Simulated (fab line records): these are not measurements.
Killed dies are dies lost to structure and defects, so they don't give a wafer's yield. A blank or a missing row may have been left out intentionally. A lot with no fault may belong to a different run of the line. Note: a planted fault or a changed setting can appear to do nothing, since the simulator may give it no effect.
Matching of chambers -- flow n5 finfet -- N5_BEOL_M1_CO_CAP_55 on cvd co-01: 3 sister chambers
The step material Co, precursor CCTBA/H2, target thk 2 nm, time 102.1 s. 6 wafers are shown with their chamber, then 12 later ones without.

WAFERS, EACH WITH ITS CHAMBER
wafer,chamber,heater power w (W)
L090.6,2,253
L091.4,1,243
L091.6,0,225
L092.1,2,256
L092.2,0,223
L092.3,1,240

WAFERS WITH NO CHAMBER GIVEN
wafer,heater power w (W)
L095.2,223
L095.5,236
L095.6,225
L096.1,247
L096.2,224
L096.3,246
L096.4,258
L096.5,223
L096.6,247
L097.3,238
L097.4,239
L097.5,221

EACH ONE'S CHAMBER
wafer,from the rows above,in truth
L095.2,0,0
L095.5,1,1
L095.6,0,0
L096.1,can't be placed: 1 or 2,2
L096.2,0,0
L096.3,1,1
L096.4,2,2
L096.5,0,0
L096.6,can't be placed: 1 or 2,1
L097.3,1,1
L097.4,1,1
L097.5,0,0
10 of 12 placed correctly. From these rows, 2 cannot be placed; in 2 the true chamber is one of the candidates. Placed wrongly: 0.
How it was worked out, from the rows above alone: a wafer's distance from a chamber is the root of the sum, over the readings, of the square of ((its reading less the chamber's mean) divided by the reading's scatter). If the next closest chamber is less than 2 further off than the closest, the wafer can't be placed; otherwise it belongs to the closest. For every chamber, the mean is computed from those of its wafers that are shown. The scatter: take each reading less its chamber's mean, square it, sum over the shown wafers, divide by the number of wafers less the number of chambers, and take the root.
